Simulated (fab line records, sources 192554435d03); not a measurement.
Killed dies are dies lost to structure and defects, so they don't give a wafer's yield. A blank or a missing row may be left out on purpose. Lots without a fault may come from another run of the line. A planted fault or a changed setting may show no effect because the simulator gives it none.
fab line records | flow n5_finfet
record lots=4 wafers=12 last_day=16
route steps=1938 shown BEOL_M15@1826 PASS1_DEP@1831 MIM_BOT@1832 MIM_TOP@1834 MIM_TOP_LITHO@1839 MIM_TOP_ETCH@1851 MIM_BOT_LITHO@1854 PASSIVATION@1936
lots that met no fault: from a run of the same line without faults
start_h: hours from the record's first day to the start of the lot's first wafer shown | wait_h: hours since the lot's step before | " the same as in the row above | L1.1+2: a row that stands for several wafers | - no value, or no start given | * or withheld: withheld | < > ~ a bound
route shown NAME@n: a module of which the file shows steps, and the number in the route of the first | usual: mean/standard deviation of fault-free wafers | same: alike in all rows | chamber/n: place in a boat | sites: the reading at each site | _std_site: their standard deviation | _edge_site: outer sites' mean less inner sites' | radius_mm: how far each site lies from the wafer's centre | mask NAME#n: copy n | behind: the tool/chamber that last shaped the wafer | hold: why the lot was held/for how many hours/how that ended | device: the transistor (n, p or np) that didn't switch | end of line: the same wafers' tests at the end of the route | a step without rows: its recipe alone | killed: dies lost to structure and defects at the first sort, not the wafer's yield | map: a wafer's dies, x killed, . not, _ none there
set.NAME: the setting as run; set.NAME@STEP: as run at that earlier step | model.NAME: the simulator's own value behind a step, which no gauge read
lots at some steps of the route; a table a step, a row a wafer
services: from which hour (start_h, from the record's first day; less than 0 if before it) a tool's chamber was out of use, for how many hours, and why
## steps
# step N5_BEOL_M15_PRE_CLEAN_52
# recipe gas=NH3 time_s=15 temp_c=withheld rf_power_w=300
# step N5_BEOL_M15_DEP_53
# recipe material=SiCN target_thk_a=500 temp_c=withheld precursor=3MS/NH3 pressure_torr=3 rf_w=675 time_s=17.8
# step N5_PASSIVATION_PECVD_00
# recipe material=SiO2 target_thk_a=2000 temp_c=400 precursor=SiH4/N2O pressure_torr=2.7 rf_w=608 time_s=11.2
# step N5_MIM_BOT_DEGAS_01
# recipe ambient=vacuum temp_c=300 time_s=60
# step N5_MIM_BOT_SPUTTER_00
# recipe material=TiN target_thk_a=350 temp_c=200 power_w=3000 chamber_pressure_pa=0.49996 gas=Ar reactive_partial_pa=0.37997 time_s=89.7
# step N5_MIM_TOP_ALD_00
# recipe material=Al2O3 target_thk_a=* temp_c=withheld ald_precursor_family=TMA ald_co_reactant=O3 pulse_time_s=withheld purge_time_s=3 co_reactant_purge_time_s=withheld co_reactant_pulse_time_s=3 ald_cycles=withheld
# step N5_MIM_TOP_ALD_01
# recipe material=HfO2 target_thk_a=56 temp_c=withheld ald_precursor_family=Hf-amide ald_co_reactant=O3 pulse_time_s=1 purge_time_s=3 co_reactant_purge_time_s=2 co_reactant_pulse_time_s=3 ald_cycles=62
# step N5_MIM_TOP_ALD_02
# recipe material=Al2O3 target_thk_a=* temp_c=withheld ald_precursor_family=TMA ald_co_reactant=O3 pulse_time_s=withheld purge_time_s=3 co_reactant_purge_time_s=withheld co_reactant_pulse_time_s=3 ald_cycles=withheld
# step N5_MIM_TOP_DEGAS_04
# recipe ambient=vacuum temp_c=300 time_s=60
# step N5_MIM_TOP_SPUTTER_03
# recipe material=TiN target_thk_a=350 temp_c=200 power_w=3000 chamber_pressure_pa=0.49996 gas=Ar reactive_partial_pa=0.37997 time_s=89.7
# usual throttle_valve_pct=29.7/1.1
# columns lot.wafer tool chamber start_h wait_h throttle_valve_pct
L345.1 pvd_sputter-02 - 276.61 0.0 30.1
L345.2 " - " " 30.9
L345.6 " - " " 30.1
L347.2 pvd_sputter-02 - 281.62 0.0 30.1
L347.3 " - " " 30.3
L347.5 " - " " 31.0
L352.1 pvd_sputter-02 - 304.77 0.0 30.1
L352.2 " - " " 31.2
L352.3 " - " " 29.3
L362.1 pvd_sputter-03 - 368.92 0.0 28.6
L362.5 " - " " 28.4
L362.6 " - " " 30.9
# step N5_MIM_TOP_LITHO_HMDS_01
# recipe time_s=60 temp_c=120
# step N5_MIM_TOP_LITHO_COAT_02
# recipe spin_rpm=* resist_thk_nm=*
# step N5_MIM_TOP_LITHO_EBR_04
# recipe solvent=PGMEA ebr_width_mm=1.5
# step N5_MIM_TOP_LITHO_SOFTBAKE_03
# recipe temp_c=100 time_s=90
# step N5_MIM_TOP_LITHO_EXPOSE_05
# recipe mask_id=MIM_TOP na=0.55 source_shape=conventional sigma_outer=0.8 polarization=unpolarized target_cd_nm=2000 dose_mj=20.5
# step N5_MIM_TOP_LITHO_PEB_06
# recipe peb_temp_c=withheld peb_time_s=*
# step N5_MIM_TOP_LITHO_DEVELOP_07
# recipe develop_time_s=60 rinse_liquid=diw dry=air_spin dev_temp_c=21
# step N5_MIM_TOP_LITHO_HARDBAKE_09
# recipe temp_c=130 time_s=120
# step N5_MIM_TOP_LITHO_INSPECT_12
# recipe mode=adi inspect_instrument=macro
# usual raw_defect_count=1.9/1.2
# columns lot.wafer tool chamber start_h wait_h raw_defect_count
L345.1 defect_inspect-01 - 277.05 0.0 3
L345.2 " - " " 1
L345.6 " - " " 4
L347.2 defect_inspect-02 - 282.19 0.0 1
L347.3 " - " " 234
L347.5 " - " " 0
L352.1 defect_inspect-01 - 305.21 0.0 250
L352.2 " - " " 2
L352.3 " - " " 1
L362.1 defect_inspect-02 - 369.37 0.0 2
L362.5 " - " " 2
L362.6 " - " " 2
# step N5_MIM_TOP_LITHO_DESCUM_10
# recipe chemistry=O2 time_s=7.9 source_power_w=50 bias_power_w=20 pressure_mtorr=20 rf_frequency_hz=2.712e+07 temp_c=40 o2_flow_sccm=225
# step N5_MIM_TOP_ETCH_ETCH_00
# recipe chemistry=Cl2/BCl3 target=TiN target_depth_a=385 ion_energy_ev=150 pressure_mtorr=10 icp_w=1000 bias_w=126 Cl2_flow_sccm=53.25 bcl3_flow_sccm=21.75 Ar_flow_sccm=25
# step N5_MIM_TOP_ETCH_STRIP_01
# recipe chemistry=O2 power_w=600 temp_c=60 pressure_mtorr=30 rf_frequency_hz=6e+07 bias_power_w=0 overash_fraction=0.5 o2_flow_sccm=225
# step N5_MIM_TOP_ETCH_PECVD_03
# recipe material=SiNx target_thk_a=200 temp_c=400 precursor=SiH4/NH3/N2 pressure_torr=1.5 rf_w=300 time_s=17.6
# step N5_MIM_BOT_LITHO_HMDS_01
# recipe time_s=60 temp_c=120
# step N5_MIM_BOT_LITHO_COAT_02
# recipe spin_rpm=* resist_thk_nm=*
# step N5_MIM_BOT_LITHO_EBR_04
# recipe solvent=PGMEA ebr_width_mm=1.5
# step N5_MIM_BOT_LITHO_SOFTBAKE_03
# recipe temp_c=100 time_s=90
# step N5_MIM_BOT_LITHO_EXPOSE_05
# recipe mask_id=MIM_BOT na=0.55 source_shape=conventional sigma_outer=0.8 polarization=unpolarized dose_mj=24.25
# step N5_MIM_BOT_LITHO_PEB_06
# recipe peb_temp_c=withheld peb_time_s=*
# step N5_MIM_BOT_LITHO_DEVELOP_07
# recipe develop_time_s=60 rinse_liquid=diw dry=air_spin dev_temp_c=21
# step N5_MIM_BOT_LITHO_HARDBAKE_09
# recipe temp_c=130 time_s=120
# step N5_MIM_BOT_LITHO_INSPECT_12
# recipe mode=adi inspect_instrument=macro
# usual raw_defect_count=2.0/1.3
# columns lot.wafer tool chamber start_h wait_h raw_defect_count
L345.1 defect_inspect-02 - 277.90 0.0 1
L345.2 " - " " 3
L345.6 " - " " 2
L347.2 defect_inspect-01 - 283.05 0.0 0
L347.3 " - " " 241
L347.5 " - " " 2
L352.1 defect_inspect-01 - 305.95 0.0 257
L352.2 " - " " 1
L352.3 " - " " 0
L362.1 defect_inspect-02 - 370.10 0.0 2
L362.5 " - " " 1
L362.6 " - " " 3
# step N5_MIM_BOT_LITHO_DESCUM_10
# recipe chemistry=O2 time_s=7.9 source_power_w=50 bias_power_w=20 pressure_mtorr=20 rf_frequency_hz=2.712e+07 temp_c=40 o2_flow_sccm=225
# step N5_PASSIVATION_PROBE_49
# usual defect_limited_yield=91.0/1.5 killed_at_M0_to_M3=34/9.1 killed_at_M4_up=14/5.7 killed_at_contacts=13/5.7 killed_at_front_end=42/12 killed_at_other=4/3.4 killed_dies=106/17 killed_open=70/13 killed_short=34/7.5 sort_bin_5_function=5.2/0.94 sort_bin_6_memory=3.4/0.69 sort_n_pass=1074/17 sort_yield_pct=91.0/1.5
# same gross_dies=1180 killed_at_back_side=0 sort_bin_4_leakage[%]=0 sort_bin_8_speed[%]=0
# columns lot.wafer tool chamber start_h wait_h defect_limited_yield[%] killed_at_M0_to_M3 killed_at_M4_up killed_at_contacts killed_at_front_end killed_at_other killed_dies killed_open killed_short sort_bin_5_function[%] sort_bin_6_memory[%] sort_n_pass sort_yield_pct[%]
L347.3 prober-01 - 294.20 0.1 83.7 34 17 11 30 100 192 72 28 10.1 5.1 988 83.7
L352.1 prober-02 - 314.37 0.0 84.7 38 16 6 32 88 180 58 32 8.6 5.3 1000 84.7
# killed by level:class
L347.3 MIM_TOP:unspecified=91 MOL_CONTACT_COAG:geometric_particle:open=10 BEOL_M4:geometric_particle:open=9 DUMMY_GATE:geometric_particle:open=7 BEOL_M3:geometric_particle:open=7 BEOL_M0_SAQP:geometric_particle:short=6 BEOL_M2:geometric_particle:open=6 FIN_SAQP:geometric_particle:open=5
L352.1 MIM_TOP:unspecified=87 BEOL_M0_SAQP:geometric_particle:short=9 BEOL_M3:geometric_particle:open=8 BEOL_M1:geometric_particle:open=6 FIN_SAQP:geometric_particle:open=6 MOL_CONTACT_COAG:geometric_particle:open=6 GATE_CUT:geometric_particle:open=5 BEOL_M4:geometric_particle:open=5
# map L347.3 (x killed, . not)
_________________.......x....________________
______________................x._____________
___________....................x...__________
__________........x.........x......._________
________...............x......x......._______
_______..x...x....xx...................______
______.xx....x.........x................_____
_____xxx................x.......xx.......____
____......................x...............___
___......x..x.x.................x..........__
___..xx.x.xxxxxx..........x..........x..x..__
__xxx.xxxx.xxxx..x......x.............x....._
__.x.xxxxxxxxxx......x.x......x............._
_.x.xxxxxxxxxxx..x......x....................
_...x.xxxxxxxxxx.x..............x.....x......
_.x..xxxxxxxxxxxx..............x.............
_x..x.xxxxxxxxx.....x..x.....................
_..x....xxxxx.xx.............................
_x......xxx..xx..............................
_......xxx..x................................
_x.......................x.............x..x..
__.........xx......x.x..x.x.......x........x_
__....x....x.............x..x.x...........x._
___.......x..........................x.xx..__
___...................x........x...........__
____........x..............x...x..........___
_____............................x..x....____
______..x..............x................_____
_______...x.....x.x............x....x..______
________........x........x.......xx..._______
__________.x....................x..._________
___________..xx..x..............xx.__________
______________.x.....x..x......._____________
_________________x...x.....x.________________
# map L352.1 (x killed, . not)
_________________x...........________________
______________........x.....x..._____________
___________........................__________
__________.........................._________
________.................x........x..._______
_______..........x...x..x..............______
______......x.......x..x.............x.._____
_____.x......x........x......x...........____
____......xx.......x......................___
___....x..x..x.................x.......x..x__
___.xxxx.xxx..............x.......x....x...__
__...xx.xxxxxxxx........x.x...............x._
__....xxxxxxxxxx........x.......x........x.._
_.x.xxxxxxxxx.xxx...................x........
_....xxxxxxxx.xx..........................x..
_..x..xxxxxxxxx.x......x.....................
_xxx.x.xxxxxxx..x..x.....x...................
_....xxx.x.xxx......x............x...........
_x......xx.xxx.....x....x....................
_......x.xx.xxx....x.........x...............
_.......x..............x.....................
__...x..............x...................x..._
__............x.x.................x..x......_
___....x........x........x.....x.........x.__
___..................x....x..........x.....__
____..x...................x......x.......x___
_____.........x.......x...........x....x.____
______x.....x...x......................._____
_______...............x..x.......x.....______
________..x....x.........xxx...x..x..._______
__________.............x..........x._________
___________........................__________
______________.............x...x_____________
_________________x...........________________
## services
# columns tool chamber start_h hours kind
pvd_sputter-03 - 341.47 6.6 repair
## key
first_sign step=N5_MIM_TOP_LITHO_INSPECT_12 reading=raw_defect_count direction=up sigmas=99+ usual=1.9 struck=242
effect step=N5_MIM_BOT_LITHO_INSPECT_12 reading=raw_defect_count direction=up sigmas=99+ usual=2.0 struck=249
effect step=N5_PASSIVATION_PROBE_49 reading=killed_at_other direction=up sigmas=26 usual=4 struck=94
more_kills_born_at N5_MIM_TOP_SPUTTER_03@pvd_sputter-02=178
met_at N5_MIM_TOP_SPUTTER_03
struck_wafers L347.3,L352.1
fault kind=chamber_particle_source tool=pvd_sputter-02 chamber=- onset_h=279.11 steps=N5_MIM_TOP_SPUTTER_03 rate_per_visit_cm2=0.38861 end_h=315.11 scope=struck_wafers_only
